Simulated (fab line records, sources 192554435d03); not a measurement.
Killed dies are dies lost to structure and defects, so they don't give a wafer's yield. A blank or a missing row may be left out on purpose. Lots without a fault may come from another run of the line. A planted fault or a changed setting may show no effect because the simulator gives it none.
Split-lot experiment | flow n5_finfet | 7 lots, 21 wafers read, on a route of 1938 steps

THE SPLIT
At N5_BEOL_M14_ETCH_68 (etches SOC in N2/H2, time 450 s), the setting time_s was moved away from the recipe's 450 s on 9 of the 21 wafers read, by -16.0% to +15.3%. The other wafers ran this setting at the recipe's value.

The reading is taken at the split's own step.

THE READING
SiARC_of_BEOL_M14_COAT_66.thk_nm (the simulator's own value, which no gauge read), in nm, at N5_BEOL_M14_ETCH_68 (etches SOC in N2/H2, time 450 s). The file gives no usual value for it. The 12 wafers here that ran the recipe average 65.3 nm, standard deviation 1.1 nm.

wafer  | tool, chamber at the split | time_s as run, s | against the recipe | SiARC_of_BEOL_M14_COAT_66.thk_nm, nm | against lot-mates on the recipe
L074.2 | rie_diel-04, 0,2           | 450              | recipe             | 65.8                                 | -
L074.5 | rie_diel-04, 0,2           | 450              | recipe             | 65.8                                 | -
L074.3 | rie_diel-04, 2             | 450              | recipe             | 65.4                                 | -
L077.2 | rie_diel-04, 2             | 399.2            | -11.3%             | 69.6                                 | +2.7
L077.3 | rie_diel-04, 3             | 450              | recipe             | 66.6                                 | -
L077.5 | rie_diel-04, 3             | 450              | recipe             | 67.2                                 | -
L087.1 | rie_diel-04, 2             | 518.8            | +15.3%             | 59                                   | -5.4
L087.2 | rie_diel-04, 1             | 518.8            | +15.3%             | 58.4                                 | -6.0
L087.4 | rie_diel-04, 3             | 450              | recipe             | 64.4                                 | -
L088.1 | rie_diel-01, 0             | 450              | recipe             | 64                                   | -
L088.3 | rie_diel-01, 2             | 450              | recipe             | 64.6                                 | -
L088.5 | rie_diel-01, 0             | 487.8            | +8.4%              | 60.6                                 | -3.7
L093.4 | rie_diel-04, 2             | 378.2            | -16.0%             | 71.8                                 | +6.6
L093.5 | rie_diel-04, 0             | 450              | recipe             | 65.2                                 | -
L093.6 | rie_diel-04, 3             | 378.2            | -16.0%             | 71.4                                 | +6.2
L095.2 | rie_diel-05, 1             | 450              | recipe             | 66.6                                 | -
L095.3 | rie_diel-05, 0             | 481.6            | +7.0%              | 61.6                                 | -3.5
L095.4 | rie_diel-05, 2             | 450              | recipe             | 63.6                                 | -
L096.1 | rie_diel-05, 2             | 503.3            | +11.8%             | 58.4                                 | -6.4
L096.2 | rie_diel-05, 0             | 450              | recipe             | 64.8                                 | -
L096.4 | rie_diel-05, 2             | 503.3            | +11.8%             | 59                                   | -5.8
Where a row lists several chambers, the file gives one row for several wafers and doesn't say which wafer went through which chamber.

THE FIT
A straight line over all 21 wafers: SiARC_of_BEOL_M14_COAT_66.thk_nm changes by -0.443 nm for each +1% of time_s; r = -0.97; the points scatter about the line by 1 nm.
The same after taking each lot's own level away (the mean of its wafers on the recipe; 21 wafers): -0.401 nm for each +1%; r = -0.97; scatter 0.8 nm.
On that fit, the largest move of time_s shifts the reading by 6.4 nm.
The lots' own levels span 64.30 to 66.90 nm, that is 2.4 times the standard deviation above.
So the lot-to-lot level changes the slope: the two fits differ.
Check: with one of the wafers moved furthest among these (-16.0%) left out of the fit, the line predicts +6.03 nm for it against its lot-mates. It came out at +6.6 nm against them.

OTHER SPLITS ON THESE WAFERS
These wafers also went through other splits before the reading. Each is held against what the fit with the lots' levels taken away leaves over:
other split on the same wafers    | wafers away from the commonest value | r with SiARC_of_BEOL_M14_COAT_66.thk_nm (lot level and that fit taken away)
N5_BEOL_M13_TRENCH_ETCH_34 time_s | 7                                    | +0.36

THE FILE'S OWN FIT
SiARC_of_BEOL_M14_COAT_66.thk_nm changes by -0.397 nm for each +1% of time_s, r = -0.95.
